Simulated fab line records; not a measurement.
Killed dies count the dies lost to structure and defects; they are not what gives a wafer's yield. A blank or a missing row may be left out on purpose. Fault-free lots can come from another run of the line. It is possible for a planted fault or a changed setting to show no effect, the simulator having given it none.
Chamber matching | flow n5 finfet | N5_BEOL_M5_CO_CAP_78 on cvd co-01: 3 sister chambers
The step material Co, precursor CCTBA/H2, target thk 2 nm, time 102.1 s. 15 wafers are shown with their chamber, then 7 later ones without.

== WAFERS WITH THEIR CHAMBER ==
wafer  | chamber | heater power w (W) | heater power outer w (W)
L263.3 | 1       | 257                | 141
L263.5 | 0       | 206                | 117
L263.6 | 1       | 257                | 140
L264.4 | 1       | 262                | 141
L264.5 | 0       | 206                | 116
L265.1 | 1       | 255                | 140
L265.4 | 0       | 210                | 118
L265.5 | 1       | 267                | 142
L270.2 | 0       | 211                | 113
L270.4 | 1       | 264                | 141
L270.5 | 2       | 224                | 121
L271.2 | 2       | 221                | 126
L271.6 | 2       | 228                | 123
L273.1 | 2       | 230                | 121
L273.2 | 1       | 261                | 138

SIGNATURES (means of the wafers above)
reading              | chamber 0 | chamber 1 | chamber 2 | scatter within a chamber
heater power w       | 208.25    | 260.43    | 225.75    | 3.89
heater power outer w | 116.00    | 140.43    | 122.75    | 1.84
Rule: a wafer's distance from a chamber is the root of the sum, over the readings, of the square of ((its reading less the chamber's mean) divided by the reading's scatter). The wafer belongs to the nearest chamber; if the next one is less than 2 further off, it can't be placed. The scatter: the root of (the sum of the squares of (reading less its chamber's mean) over the shown wafers, divided by (wafers less chambers)).

== WAFERS MISSING THEIR CHAMBER ==
wafer  | heater power w (W) | heater power outer w (W)
L273.4 | 264                | 139
L278.1 | 205                | 117
L278.3 | 263                | 141
L278.5 | 226                | 123
L285.1 | 262                | 140
L285.4 | 217                | 118
L285.6 | 257                | 142

== CHAMBER TAKEN BY EACH ==
wafer  | from the rows above     | in truth
L273.4 | 1                       | 1
L278.1 | 0                       | 0
L278.3 | 1                       | 1
L278.5 | 2                       | 2
L285.1 | 1                       | 1
L285.4 | can't be placed: 0 or 2 | 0
L285.6 | 1                       | 1
Correctly placed: 6 of 7. These rows do not allow placing 1 (true chamber among the candidates in 1). 0 placed wrongly.
